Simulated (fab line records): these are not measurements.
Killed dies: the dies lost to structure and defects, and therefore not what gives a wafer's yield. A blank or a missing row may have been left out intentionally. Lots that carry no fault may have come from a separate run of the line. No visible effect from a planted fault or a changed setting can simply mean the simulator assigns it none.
Lot-split experiment :: flow n5Finfet :: 21 wafers read from 7 lots, route of 1938 steps

== ON THE SPLIT ==
At N5_BEOL_M13_CMP_49 (polishes, stops on SiOC, t overpolish 17.1 s, target thk 420 nm), the setting downForcePsi was moved away from the recipe's 1 psi on 7 of the 21 wafers read, by -20.4% to +20.0%. The other wafers ran this setting at the recipe's value.

The reading is taken at the split's own step.

== THE READING ==
barrierFieldEndpointS, in s, at N5_BEOL_M13_CMP_49 (polishes, stops on SiOC, t overpolish 17.1 s, target thk 420 nm). On this fab line, fault-free wafers typically give 30.3 s with a standard deviation of 0.85 s.

wafer: L075.2
tool, chamber at the split: cmp-02, 2
downForcePsi as run, psi: 1
against the recipe: recipe
barrierFieldEndpointS, s: 30.8
against lot-mates on the recipe: -

wafer: L075.1
tool, chamber at the split: cmp-02, 3
downForcePsi as run, psi: 1
against the recipe: recipe
barrierFieldEndpointS, s: 30.6
against lot-mates on the recipe: -

wafer: L075.6
tool, chamber at the split: cmp-02, 0
downForcePsi as run, psi: 1
against the recipe: recipe
barrierFieldEndpointS, s: 30.0
against lot-mates on the recipe: -

wafer: L078.3
tool, chamber at the split: cmp-03, 1
downForcePsi as run, psi: 0.8393
against the recipe: -16.1%
barrierFieldEndpointS, s: 36.1
against lot-mates on the recipe: +6.1

wafer: L078.1
tool, chamber at the split: cmp-03, 2
downForcePsi as run, psi: 0.8393
against the recipe: -16.1%
barrierFieldEndpointS, s: 36.1
against lot-mates on the recipe: +6.1

wafer: L078.5
tool, chamber at the split: cmp-03, 2
downForcePsi as run, psi: 1
against the recipe: recipe
barrierFieldEndpointS, s: 30.0
against lot-mates on the recipe: -

wafer: L079.1
tool, chamber at the split: cmp-04, 3
downForcePsi as run, psi: 1
against the recipe: recipe
barrierFieldEndpointS, s: 29.2
against lot-mates on the recipe: -

wafer: L079.3
tool, chamber at the split: cmp-04, 0
downForcePsi as run, psi: 0.8824
against the recipe: -11.8%
barrierFieldEndpointS, s: 34.1
against lot-mates on the recipe: +4.3

wafer: L079.6
tool, chamber at the split: cmp-04, 2
downForcePsi as run, psi: 1
against the recipe: recipe
barrierFieldEndpointS, s: 30.4
against lot-mates on the recipe: -

wafer: L081.4
tool, chamber at the split: cmp-04, 2
downForcePsi as run, psi: 1
against the recipe: recipe
barrierFieldEndpointS, s: 31.4
against lot-mates on the recipe: -

wafer: L081.5
tool, chamber at the split: cmp-04, 0
downForcePsi as run, psi: 1
against the recipe: recipe
barrierFieldEndpointS, s: 29.9
against lot-mates on the recipe: -

wafer: L081.6
tool, chamber at the split: cmp-04, 1
downForcePsi as run, psi: 0.7956
against the recipe: -20.4%
barrierFieldEndpointS, s: 39.3
against lot-mates on the recipe: +8.6

wafer: L086.3
tool, chamber at the split: cmp-03, 1
downForcePsi as run, psi: 1
against the recipe: recipe
barrierFieldEndpointS, s: 28.1
against lot-mates on the recipe: -

wafer: L086.4
tool, chamber at the split: cmp-03, 2
downForcePsi as run, psi: 1
against the recipe: recipe
barrierFieldEndpointS, s: 29.3
against lot-mates on the recipe: -

wafer: L086.2
tool, chamber at the split: cmp-03, 3
downForcePsi as run, psi: 1
against the recipe: recipe
barrierFieldEndpointS, s: 29.6
against lot-mates on the recipe: -

wafer: L089.3
tool, chamber at the split: cmp-02, 3
downForcePsi as run, psi: 1
against the recipe: recipe
barrierFieldEndpointS, s: 29.6
against lot-mates on the recipe: -

wafer: L089.2
tool, chamber at the split: cmp-02, 0
downForcePsi as run, psi: 1
against the recipe: recipe
barrierFieldEndpointS, s: 30.5
against lot-mates on the recipe: -

wafer: L089.6
tool, chamber at the split: cmp-02, 1
downForcePsi as run, psi: 1.2
against the recipe: +20.0%
barrierFieldEndpointS, s: 24.7
against lot-mates on the recipe: -5.4

wafer: L090.4
tool, chamber at the split: cmp-03, 2
downForcePsi as run, psi: 0.8526
against the recipe: -14.7%
barrierFieldEndpointS, s: 34.5
against lot-mates on the recipe: +4.4

wafer: L090.1
tool, chamber at the split: cmp-03, 0
downForcePsi as run, psi: 1
against the recipe: recipe
barrierFieldEndpointS, s: 30.1
against lot-mates on the recipe: -

wafer: L090.5
tool, chamber at the split: cmp-03, 2
downForcePsi as run, psi: 0.8526
against the recipe: -14.7%
barrierFieldEndpointS, s: 35.0
against lot-mates on the recipe: +4.9

THE FIT
A straight line over all 21 wafers: barrierFieldEndpointS changes by -0.35 s for each +1% of downForcePsi; r = -0.96; the points scatter about the line by 0.93 s.
The same after taking each lot's own level away (the mean of its wafers on the recipe; 21 wafers): -0.343 s for each +1%; r = -0.98; scatter 0.7 s.
That fit puts the effect of the largest move of downForcePsi on the reading at 7 s.
From 29.00 to 30.65 s: that is the span of the lots' own levels, equal to 1.9 times the standard deviation above.
Hence the lot-to-lot level has little effect on the slope; both slopes agree.
Check: +6.78 s against its lot-mates is what the line predicts for one of the wafers moved furthest among these (-20.4%) when that wafer is left out of the fit. Against them it came out at +8.65 s.
Tool readings at the split's step, against how far the setting was moved: barrierFieldEndpointS r = -0.96.

== THESE WAFERS: OTHER SPLITS ==
Note: prior to the reading, these wafers also went through further splits. Each is held against what the fit with the lots' levels taken away leaves over:
other split on the same wafers: N5_BEOL_M9_SURFACE_TREAT_79 timeS
wafers away from the commonest value: as run: not given for these wafers
r with barrierFieldEndpointS (lot level and that fit taken away): -

other split on the same wafers: N5_BEOL_M10_TRENCH_ETCH_37 biasW
wafers away from the commonest value: 6
r with barrierFieldEndpointS (lot level and that fit taken away): +0.22

other split on the same wafers: N5_BEOL_M10_ETCH_41 sourceW
wafers away from the commonest value: 8
r with barrierFieldEndpointS (lot level and that fit taken away): +0.22

other split on the same wafers: N5_BEOL_M12_SPUTTER_44 timeS
wafers away from the commonest value: 5
r with barrierFieldEndpointS (lot level and that fit taken away): +0.27

== FILE'S OWN FIT ==
barrierFieldEndpointS changes by -0.349 s for each +1% of downForcePsi, r = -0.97.
